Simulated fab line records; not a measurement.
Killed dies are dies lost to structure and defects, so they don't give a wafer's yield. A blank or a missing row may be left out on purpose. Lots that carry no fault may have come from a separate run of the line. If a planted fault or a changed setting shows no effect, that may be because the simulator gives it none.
fab line records ; flow nandHarc
[record] lots = 7; wafers = 21; lastDay = 24
route steps=1159 shown A_CONTACT@847
lots that met no fault: taken from a fault-free run of the same line
startH: hours from the record's first day to the start of the lot's first wafer shown ; waitH: how many hours have passed since the lot's step before this one ; " same as the row above ; L1.1+2: several wafers, shown together as one row ; - value missing, or start not given ; * or withheld: withheld ; < > ~ a bound
route shown NAME@n: names a module that has steps shown in the file, with the first one's number in the route ; usual: mean and standard deviation over wafers with no fault ; same: alike in all rows ; chamber/n: place in a boat ; sites: the reading at each site ; _std_site: the standard deviation of these ; _edge_site: mean of outer sites minus mean of inner sites ; radiusMm: how far each site lies from the wafer's centre ; mask NAME#n: copy n ; behind: tool/chamber where the wafer was last shaped ; hold: why the lot was held/for how many hours/how that ended ; device: whichever transistor did not switch (one of n, p or np) ; end of line: the route-end tests of the same wafers ; for a step that has no rows: nothing shown but its recipe ; killed: dies lost to structure and defects at the first sort, not the wafer's yield ; map: shows each die of a wafer: x if killed, . if not, _ if none is there
set.NAME: the setting as run; set.NAME@STEP: as run at that earlier step ; model.NAME: the simulator's own value behind a step, which no gauge read
certain route steps with their lots: each step a table, each wafer a row
services: the hour from which a tool's chamber was out of use, counted from the record's first day as startH (under 0 if before that day), plus the number of hours and why
[[steps]]
[step NHARC_A_CONTACT_COAT_35]
[recipe] tempC = 225; timeS = 65
[step NHARC_A_CONTACT_COAT_36]
[recipe] spinRpm = 1500; resistThkNm = 90
[step NHARC_A_CONTACT_SOFTBAKE_37]
[recipe] tempC = 105; timeS = 55
[step NHARC_A_CONTACT_EBR_38]
[step NHARC_A_CONTACT_EXPOSE_39]
[recipe] na = 1.35; sigmaOuter = 0.8; doseMj = 58.79; maskId = A_CC_3
[step NHARC_A_CONTACT_PEB_40]
[recipe] pebTempC = 100; pebTimeS = 65
[step NHARC_A_CONTACT_DEVELOP_41]
[recipe] developTimeS = 35; devTempC = 23
[step NHARC_A_CONTACT_CD_MEAS_42]
[recipe] targetCdNm = 200; landingEnergyEv = 500
[usual] cdNm = 200.1/0.7
lot.wafer;tool;chamber;startH;waitH;cdNm
L668.4;cdSem-01;0;377.78;-;199.7
L668.5;cdSem-01;0;377.78;-;200.2
L668.6;cdSem-01;0;377.78;-;199.8
L674.2;cdSem-03;0;422.55;-;199.7
L674.3;cdSem-03;0;422.55;-;200.4
L674.6;cdSem-03;0;422.55;-;199.5
L675.2;cdSem-02;0;426.02;-;200.8
L675.3;cdSem-02;0;426.02;-;200.3
L675.4;cdSem-02;0;426.02;-;200.7
L679.1;cdSem-03;0;430.37;-;200.1
L679.2;cdSem-03;0;430.37;-;199.8
L679.4;cdSem-03;0;430.37;-;200.0
L678.4;cdSem-02;0;438.09;-;200.3
L678.5;cdSem-02;0;438.09;-;199.8
L678.6;cdSem-02;0;438.09;-;200.3
L687.1;cdSem-03;0;502.17;-;198.8
L687.2;cdSem-03;0;502.17;-;198.3
L687.4;cdSem-03;0;502.17;-;199.6
L689.4;cdSem-01;0;507.37;-;200.2
L689.5;cdSem-01;0;507.37;-;199.0
L689.6;cdSem-01;0;507.37;-;200.7
[step NHARC_A_CONTACT_OVL_MEAS_43]
[usual] overlayXNm = -0.3/0.72; overlayYNm = -0.2/0.85
lot.wafer;tool;chamber;startH;waitH;overlayXNm;overlayYNm
L668.4;overlay-02;-;377.86;-;-0.7;0.0
L668.5;overlay-02;-;377.86;-;-0.7;-0.1
L668.6;overlay-02;-;377.86;-;-0.5;-0.1
L674.2;overlay-02;-;422.64;-;-0.1;-0.5
L674.3;overlay-02;-;422.64;-;-0.2;-0.3
L674.6;overlay-02;-;422.64;-;0.3;-0.4
L675.2;overlay-01;-;426.10;-;-0.1;1.8
L675.3;overlay-01;-;426.10;-;-0.1;2.3
L675.4;overlay-01;-;426.10;-;0.2;1.8
L679.1;overlay-01;-;430.46;-;1.0;-2.1
L679.2;overlay-01;-;430.46;-;0.9;-1.1
L679.4;overlay-01;-;430.46;-;1.6;-1.7
L678.4;overlay-02;-;438.17;-;-1.3;-0.4
L678.5;overlay-02;-;438.17;-;-1.0;0.3
L678.6;overlay-02;-;438.17;-;-0.6;0.2
L687.1;overlay-02;-;502.26;-;0.1;0.5
L687.2;overlay-02;-;502.26;-;-0.3;0.4
L687.4;overlay-02;-;502.26;-;0.2;0.3
L689.4;overlay-02;-;507.45;-;-0.1;0.0
L689.5;overlay-02;-;507.45;-;0.5;-0.5
L689.6;overlay-02;-;507.45;-;-0.1;-0.7
[step NHARC_A_CONTACT_INSPECT_44]
[usual] rawDefectCount = 26/12
lot.wafer;tool;chamber;startH;waitH;rawDefectCount
L668.4;defectInspect-01;-;377.89;0.0;7
L668.5;defectInspect-01;-;377.89;0.0;7
L668.6;defectInspect-01;-;377.89;0.0;3
L674.2;defectInspect-02;-;422.68;0.0;26
L674.3;defectInspect-02;-;422.68;0.0;20
L674.6;defectInspect-02;-;422.68;0.0;15
L675.2;defectInspect-02;-;426.14;0.0;30
L675.3;defectInspect-02;-;426.14;0.0;32
L675.4;defectInspect-02;-;426.14;0.0;26
L679.1;defectInspect-01;-;430.49;0.0;7
L679.2;defectInspect-01;-;430.49;0.0;14
L679.4;defectInspect-01;-;430.49;0.0;14
L678.4;defectInspect-02;-;438.21;0.0;41
L678.5;defectInspect-02;-;438.21;0.0;47
L678.6;defectInspect-02;-;438.21;0.0;56
L687.1;defectInspect-01;-;502.29;0.0;16
L687.2;defectInspect-01;-;502.29;0.0;16
L687.4;defectInspect-01;-;502.29;0.0;17
L689.4;defectInspect-02;-;507.50;0.1;43
L689.5;defectInspect-02;-;507.50;0.1;35
L689.6;defectInspect-02;-;507.50;0.1;45
[step NHARC_A_CONTACT_DESCUM_47]
[recipe] timeS = 3; o2FlowSccm = 200; arFlowSccm = 0; biasPowerW = 0; chemistry = O2
[usual] chamberPressureMTorr = 60.00/0.052; drypumpMotorCurrentA = 5.4/0.53; mfcArSccm = 0.004/0.0057; oesProductAu = 1.000/0.0089; rfVppV = 57.8/0.79; showerheadPlenumPTorr = 1.90/0.056; throttleValvePct = 11.312/0.0086
lot.wafer;tool;chamber;startH;waitH;chamberPressureMTorr;drypumpMotorCurrentA;mfcArSccm;oesProductAu;rfHoursCounterH;rfVppV;showerheadPlenumPTorr;throttleValvePct
L668.4;rieDiel-02;2;377.98;0.1;60.00;5.3;0.014;1.023;8;58.0;1.89;11.294
L668.5;rieDiel-02;3;377.98;0.1;59.97;5.7;0;0.996;-;57.6;1.85;11.312
L668.6;rieDiel-02;0;377.98;0.1;59.91;4.7;0;1.003;-;58.5;1.97;11.303
L674.2;rieDiel-02;2;422.74;0.1;60.06;5.3;0.014;1.005;18;58.4;1.88;11.298
L674.3;rieDiel-02;3;422.74;0.1;60.06;5.7;0;0.998;18;56.8;1.84;11.312
L674.6;rieDiel-02;2;422.74;0.1;60.13;5.3;0.014;1.016;-;57.0;1.88;11.304
L675.3;rieDiel-02;0;426.20;0.1;59.99;4.7;0;1.000;18;57.8;1.96;11.310
L675.4;rieDiel-02;1;426.20;0.1;60.02;5.4;0;1.006;19;58.4;1.88;11.327
L675.2;rieDiel-02;3;426.20;0.1;60.06;5.7;0;0.987;19;58.0;1.84;11.312
L679.2;rieDiel-02;3;430.55;0.1;59.87;5.7;0;0.981;19;57.6;1.84;11.307
L679.1;rieDiel-02;2;430.55;0.1;59.97;5.4;0.014;1.012;20;58.3;1.88;11.316
L679.4;rieDiel-02;0;430.55;0.1;60.10;4.7;0;0.989;-;58.6;1.96;11.329
L678.5;rieDiel-02;2;438.31;0.1;60.02;5.4;0.014;1.002;-;57.8;1.88;11.314
L678.4;rieDiel-02;3;438.31;0.1;60.03;5.7;0;0.984;-;56.7;1.84;11.317
L678.6;rieDiel-02;0;438.31;0.1;59.95;4.7;0;0.999;-;57.9;1.96;11.321
L687.2;rieDiel-03;0;502.36;0.1;60.09;5.6;0.008;1.006;39;57.9;1.97;11.319
L687.4;rieDiel-03;1;502.36;0.1;59.92;4.9;0;1.004;28;57.8;1.95;11.308
L687.1;rieDiel-03;2;502.36;0.1;60.02;5.6;0.012;1.000;40;58.8;2.00;11.305
L689.4;rieDiel-03;1;507.64;0.1;59.91;4.9;0;1.014;29;57.9;1.95;11.311
L689.5;rieDiel-03;2;507.64;0.1;59.97;5.6;0.012;1.009;-;58.5;1.99;11.310
L689.6;rieDiel-03;3;507.64;0.1;60.09;6.7;0;1.003;-;57.6;1.86;11.316
[step NHARC_A_CONTACT_ETCH_48]
[recipe] targetDepthA = 390; overEtchFrac = 0.3; timeS = 65; ionEnergyEv = 80; cf4FlowSccm = 150; arFlowSccm = 0; rfW = 300; biasW = 100; chemistry = CF4
[usual] chamberPressureMTorr = 50.00/0.045; drypumpMotorCurrentA = 5.4/0.52; mfcArSccm = 0.004/0.0057; oesProductAu = 1.000/0.0082; rfFwdPowerW = 297.2/1.1; rfVppV = 151.1/1.1; runLengthS = 86.2/0.45; showerheadPlenumPTorr = 1.76/0.047; throttleValvePct = 13.284/0.0095
lot.wafer;tool;chamber;startH;waitH;chamberPressureMTorr;drypumpMotorCurrentA;mfcArSccm;oesProductAu;rfFwdPowerW;rfHoursCounterH;rfVppV;runLengthS;showerheadPlenumPTorr;throttleValvePct
L668.4;rieDiel-02;2;378.04;0.1;49.99;5.3;0.014;1.015;296.5;8;149.2;86.4;1.74;13.276
L668.5;rieDiel-02;2;378.04;0.1;50.03;5.4;0.014;1.011;297.0;-;151.1;86.9;1.75;13.285
L668.6;rieDiel-02;3;378.04;0.1;49.99;5.7;0;0.998;299.6;-;151.1;86.1;1.71;13.269
L674.2;rieDiel-02;1;422.86;0.1;50.03;5.3;0;1.011;298.0;18;150.9;85.9;1.74;13.282
L674.3;rieDiel-02;2;422.86;0.1;50.06;5.3;0.014;1.011;296.3;18;152.0;86.3;1.74;13.285
L674.6;rieDiel-02;0;422.86;0.1;50.00;4.7;0;0.995;297.6;-;152.5;85.3;1.81;13.284
L675.4;rieDiel-02;0;426.29;0.1;50.01;4.7;0;1.004;297.8;19;153.1;85.3;1.81;13.283
L675.2;rieDiel-02;1;426.29;0.1;50.05;5.3;0;1.005;298.3;19;149.9;85.9;1.74;13.284
L675.3;rieDiel-02;2;426.29;0.1;50.02;5.4;0.014;1.005;298.4;19;150.3;86.5;1.74;13.279
L679.1;rieDiel-02;0;430.66;0.1;50.07;4.7;0;1.000;297.4;19;150.5;85.5;1.81;13.267
L679.2;rieDiel-02;2;430.66;0.1;50.06;5.3;0.014;1.012;296.1;20;151.9;86.7;1.74;13.286
L679.4;rieDiel-02;2;430.66;0.1;49.98;5.4;0.014;1.016;296.6;-;150.1;86.3;1.74;13.277
L678.6;rieDiel-02;2;438.54;0.2;50.04;5.3;0.014;1.020;299.1;-;151.8;86.4;1.74;13.294
L678.5;rieDiel-02;3;438.54;0.2;49.99;5.7;0;0.991;298.2;-;150.9;86.1;1.71;13.286
L678.4;rieDiel-02;0;438.54;0.2;50.02;4.7;0;1.000;296.2;-;151.0;86.0;1.81;13.282
L687.1;rieDiel-03;1;502.49;0.1;50.03;4.9;0;1.002;298.1;28;152.0;86.1;1.80;13.286
L687.4;rieDiel-03;2;502.49;0.1;50.02;5.7;0.012;0.997;296.6;40;152.2;86.4;1.84;13.293
L687.2;rieDiel-03;3;502.49;0.1;50.01;6.7;0;1.000;297.2;41;151.6;87.0;1.73;13.284
L689.4;rieDiel-03;3;507.71;0.1;50.04;6.8;0;0.996;297.5;42;150.5;86.9;1.73;13.287
L689.6;rieDiel-03;2;507.71;0.1;49.96;5.6;0.012;0.995;296.5;-;153.1;86.0;1.84;13.295
L689.5;rieDiel-03;3;507.71;0.1;49.93;6.7;0;1.004;296.9;-;149.4;87.2;1.73;13.300
[step NHARC_A_CONTACT_ETCH_49]
[recipe] targetDepthA = 2600; overEtchFrac = 0.3; timeS = 475.3; ionEnergyEv = 200; n2FlowSccm = 150; h2FlowSccm = 150; arFlowSccm = 0; rfW = 400; biasW = 150; chemistry = N2/H2
[usual] chamberPressureMTorr = 29.995/0.028; drypumpMotorCurrentA = 5.5/0.53; mfcArSccm = 0.004/0.0058; oesProductAu = 1.002/0.0092; rfFwdPowerW = 399.5/1.2; rfVppV = 430.1/1.8; runLengthS = 496.5/0.47; showerheadPlenumPTorr = 2.03/0.059; throttleValvePct = 14.172/0.009
lot.wafer;tool;chamber;startH;waitH;chamberPressureMTorr;drypumpMotorCurrentA;mfcArSccm;oesProductAu;rfFwdPowerW;rfHoursCounterH;rfVppV;runLengthS;showerheadPlenumPTorr;throttleValvePct
L668.4;rieDiel-02;2;378.20;-;29.999;5.3;0.014;1.017;398.4;8;430.2;496.6;2.01;14.176
L668.5;rieDiel-02;0;378.20;-;30.010;4.7;0;0.999;397.9;-;431.8;495.7;2.10;14.172
L668.6;rieDiel-02;1;378.20;-;30.014;5.3;0;1.004;402.2;-;429.6;496.2;2.01;14.177
L674.2;rieDiel-02;2;422.94;-;29.946;5.4;0.014;1.021;399.2;18;428.2;496.9;2.01;14.175
L674.3;rieDiel-02;3;422.94;-;29.971;5.7;0;0.999;398.1;18;428.8;496.2;1.96;14.166
L674.6;rieDiel-02;3;422.94;-;29.957;5.7;0;0.998;400.8;-;428.2;496.6;1.96;14.168
L675.4;rieDiel-02;3;426.41;-;29.979;5.7;0;0.994;398.6;19;428.0;496.2;1.96;14.159
L675.2;rieDiel-02;0;426.41;-;29.991;4.7;0;0.986;-;19;432.4;418.6;2.10;14.174
L675.3;rieDiel-02;1;426.41;-;29.991;5.4;0;1.005;400.0;19;429.4;496.1;2.00;14.164
L679.1;rieDiel-02;0;430.76;-;30.011;4.7;0;0.992;-;19;432.3;418.1;2.09;14.156
L679.2;rieDiel-02;3;430.76;-;30.029;5.7;0;0.984;399.9;20;426.6;496.6;1.96;14.178
L679.4;rieDiel-02;0;430.76;-;30.024;4.7;0;0.989;-;-;432.8;418.4;2.09;14.176
L678.5;rieDiel-02;3;438.76;-;30.018;5.7;0;0.996;400.9;-;428.5;496.7;1.96;14.180
L678.6;rieDiel-02;0;438.76;-;29.973;4.7;0;1.001;-;-;432.1;418.3;2.09;14.166
L678.4;rieDiel-02;2;438.76;-;30.009;5.4;0.014;1.010;399.8;-;429.0;496.8;2.00;14.178
L687.1;rieDiel-03;3;502.59;-;29.985;6.7;0;1.010;400.2;41;429.5;497.0;1.99;14.174
L687.2;rieDiel-03;0;502.59;-;30.018;5.6;0.008;1.001;398.4;39;430.8;497.1;2.10;14.160
L687.4;rieDiel-03;1;502.59;-;30.049;4.9;0;1.007;397.2;28;431.5;496.9;2.08;14.173
L689.4;rieDiel-03;1;507.91;-;29.982;4.9;0;1.010;399.9;29;430.5;496.3;2.08;14.174
L689.5;rieDiel-03;3;507.91;-;29.988;6.8;0;1.009;399.6;-;428.7;497.0;1.99;14.180
L689.6;rieDiel-03;0;507.91;-;29.975;5.6;0.008;1.004;399.0;-;432.7;497.7;2.10;14.166
[step NHARC_A_CONTACT_ETCH_50]
[recipe] targetDepthA = 847; timeS = 42.4; cf4FlowSccm = 100; chf3FlowSccm = 30; arFlowSccm = 0; rfW = 500; biasW = 200; chemistry = CF4/CHF3
[usual] chamberPressureMTorr = 25.000/0.023; chf3FlowSccm = 30.01/0.096; drypumpMotorCurrentA = 5.4/0.48; mfcArSccm = 0.004/0.0058; oesProductAu = 0.956/0.021; rfFwdPowerW = 493.5/2.2; rfVppV = 370.4/1.7; runLengthS = 63.6/0.43; showerheadPlenumPTorr = 1.57/0.044; throttleValvePct = 16.803/0.0095
lot.wafer;tool;chamber;startH;waitH;chamberPressureMTorr;chf3FlowSccm;drypumpMotorCurrentA;mfcArSccm;oesProductAu;rfFwdPowerW;rfHoursCounterH;rfVppV;runLengthS;showerheadPlenumPTorr;throttleValvePct
L668.4;rieDiel-02;1;-;-;25.007;30.14;5.3;0;0.984;494.7;10;370.1;63.4;1.55;16.795
L668.5;rieDiel-02;3;-;-;25.003;29.96;5.7;0;0.964;493.3;-;368.6;63.6;1.52;16.802
L668.6;rieDiel-02;0;-;-;24.991;29.96;4.7;0;0.969;493.8;-;371.0;62.9;1.62;16.815
L674.2;rieDiel-02;3;-;-;25.044;30.08;5.7;0;0.937;492.0;18;368.1;63.6;1.52;16.803
L674.3;rieDiel-02;2;-;-;25.009;29.88;5.4;0.014;0.957;492.2;18;369.6;63.7;1.55;16.802
L674.6;rieDiel-02;0;-;-;24.983;30.10;4.7;0;0.968;494.2;-;371.6;62.8;1.61;16.807
L675.4;rieDiel-02;2;-;-;24.976;30.04;5.4;0.014;0.997;495.6;19;371.4;63.6;1.55;16.801
L675.3;rieDiel-02;0;-;-;25.010;29.96;4.7;0;0.955;493.2;19;373.2;62.7;1.61;16.805
L675.2;rieDiel-02;1;-;-;25.000;30.09;5.4;0;0.952;496.8;19;369.3;63.3;1.55;16.785
L679.1;rieDiel-02;3;-;-;25.011;30.00;5.7;0;0.935;494.6;20;368.0;64.0;1.52;16.793
L679.2;rieDiel-02;0;-;-;25.026;29.97;4.7;0;0.947;494.1;19;370.7;63.5;1.61;16.788
L679.4;rieDiel-02;3;-;-;24.995;30.01;5.7;0;0.938;496.9;-;368.9;63.3;1.52;16.802
L678.5;rieDiel-02;3;-;-;24.986;30.06;5.7;0;0.923;493.2;-;369.3;63.6;1.52;16.779
L678.6;rieDiel-02;0;-;-;24.979;29.96;4.7;0;0.930;496.1;-;372.1;63.2;1.61;16.790
L678.4;rieDiel-02;2;-;-;24.964;29.85;5.4;0.014;0.943;492.5;-;369.6;63.7;1.55;16.794
L687.4;rieDiel-03;2;-;-;24.980;30.12;5.6;0.012;0.958;490.2;40;373.1;63.6;1.64;16.791
L687.2;rieDiel-03;3;-;-;24.954;29.92;6.8;0;0.968;493.4;41;369.7;64.7;1.54;16.781
L687.1;rieDiel-03;0;-;-;25.019;29.98;5.6;0.008;0.938;491.7;40;372.6;64.7;1.62;16.815
L689.4;rieDiel-03;3;-;-;24.991;30.14;6.8;0;0.923;495.1;42;371.5;64.3;1.54;16.808
L689.6;rieDiel-03;1;-;-;24.986;30.18;4.9;0;0.924;488.5;-;371.7;63.7;1.60;16.817
L689.5;rieDiel-03;2;-;-;24.989;29.92;5.7;0.012;0.936;486.5;-;372.5;63.4;1.64;16.800
[[services]]
tool;chamber;startH;hours;kind
rieDiel-02;0;362.68;-;clean
rieDiel-02;1;362.68;-;clean
rieDiel-02;2;362.68;-;clean
rieDiel-02;3;362.68;-;clean
rieDiel-02;0;387.20;-;clean
rieDiel-02;1;387.20;-;clean
rieDiel-02;2;387.20;-;clean
rieDiel-02;3;387.20;-;clean
rieDiel-03;-;392.47;9.0;pm
rieDiel-02;-;406.24;0.3;repair
rieDiel-02;0;411.70;-;clean
rieDiel-02;1;411.70;-;clean
rieDiel-02;2;411.70;-;clean
rieDiel-02;3;411.70;-;clean
rieDiel-02;1;428.88;15.5;repair
rieDiel-02;0;436.20;-;clean
rieDiel-02;2;436.20;-;clean
rieDiel-02;3;436.20;-;clean
rieDiel-02;0;460.70;-;clean
rieDiel-02;1;460.70;-;clean
rieDiel-02;2;460.70;-;clean
rieDiel-02;3;460.70;-;clean
rieDiel-02;0;485.20;-;clean
rieDiel-02;-;506.18;9.0;pm
[[key]]
[firstSign] step = NHARC_A_CONTACT_ETCH_49; reading = runLengthS; direction = down; sigmas = 99+; usual = *; struck = *
effect none on later readings
metAt NHARC_A_CONTACT_ETCH_49
struckWafers L675.2,L678.6,L679.1,L679.4
testerLeftOut L675,L678,L679
onsetBetween 378.20 426.41
[fault] kind = processParameterDrift; tool = rieDiel-02; chamber = 0; onsetH = 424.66; steps = NHARC_A_CONTACT_ETCH_49; channel = timeS; offset = *; shape = step; endH = 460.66; actsIn = *; stated = *
// testerLeftOut: of these lots the tester's yield and bins aren't shown, on N5 and GAA mostly nor the transistor test; their killed dies are dies lost to structure and defects alone, not to doping, threshold or leakage, so they don't give the yield
